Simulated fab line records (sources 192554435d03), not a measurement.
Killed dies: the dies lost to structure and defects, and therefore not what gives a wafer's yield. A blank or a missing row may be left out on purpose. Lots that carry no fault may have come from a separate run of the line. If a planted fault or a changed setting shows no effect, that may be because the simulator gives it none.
Matching of chambers | flow n5-finfet | 4 sister chambers for N5_BEOL_M14_ETCH_68 on rie-diel-05
The step etches SOC in N2/H2, time 450 s. 14 wafers are shown with their chamber, then 7 later ones without.

WAFERS, EACH WITH ITS CHAMBER
wafer  | chamber | drypump-motor-current-A (A) | showerhead-plenum-p-Torr (Torr) | throttle-valve-pct (%)
L075.2 | 0       | 5.5                         | 2.47                            | 17.51
L075.4 | 1       | 6.1                         | 2.58                            | 17.48
L075.6 | 3       | 5.0                         | 2.69                            | 17.50
L076.1 | 2       | 5.7                         | 2.45                            | 17.99
L076.2 | 1       | 6.1                         | 2.57                            | 17.48
L076.4 | 3       | 5.0                         | 2.69                            | 17.52
L087.1 | 2       | 5.6                         | 2.44                            | 18.02
L087.3 | 0       | 5.5                         | 2.46                            | 17.57
L087.6 | 2       | 5.7                         | 2.44                            | 18.02
L089.1 | 1       | 6.1                         | 2.56                            | 17.54
L089.5 | 3       | 5.0                         | 2.68                            | 17.56
L089.6 | 2       | 5.7                         | 2.44                            | 18.01
L090.1 | 2       | 5.7                         | 2.44                            | 18.02
L090.3 | 3       | 5.0                         | 2.68                            | 17.56

SIGNATURES, as means of the wafers listed above
reading                  | chamber 0 | chamber 1 | chamber 2 | chamber 3 | scatter within a chamber
drypump-motor-current-A  | 5.500     | 6.100     | 5.680     | 5.000     | 0.0283
showerhead-plenum-p-Torr | 2.4650    | 2.5700    | 2.4420    | 2.6850    | 0.00656
throttle-valve-pct       | 17.5400   | 17.5000   | 18.0120   | 17.5350   | 0.0275
Rule: a wafer's distance from a chamber is the root of the sum, over the readings, of the square of ((its reading less the chamber's mean) divided by the reading's scatter). If the next closest chamber is less than 2 further off than the closest, the wafer can't be placed; otherwise it belongs to the closest. The scatter is the square root of a quotient: the sum, over the shown wafers, of each reading's squared deviation from its chamber's mean, divided by wafers minus chambers.

WAFERS MISSING THEIR CHAMBER
wafer  | drypump-motor-current-A (A) | showerhead-plenum-p-Torr (Torr) | throttle-valve-pct (%)
L090.4 | 6.1                         | 2.56                            | 17.54
L094.1 | 5.7                         | 2.44                            | 18.05
L094.5 | 6.1                         | 2.56                            | 17.56
L094.6 | 5.7                         | 2.44                            | 18.04
L092.1 | 5.6                         | 2.44                            | 18.03
L092.2 | 5.5                         | 2.45                            | 17.60
L092.4 | 6.1                         | 2.56                            | 17.55

WHICH CHAMBER EACH WENT THROUGH
wafer  | from the rows above | in truth
L090.4 | 1                   | 1
L094.1 | 2                   | 2
L094.5 | 1                   | 1
L094.6 | 2                   | 2
L092.1 | 2                   | 2
L092.2 | 0                   | 0
L092.4 | 1                   | 1
7 of 7 placed correctly. Not placeable from these rows: 0. Placed wrongly: 0.
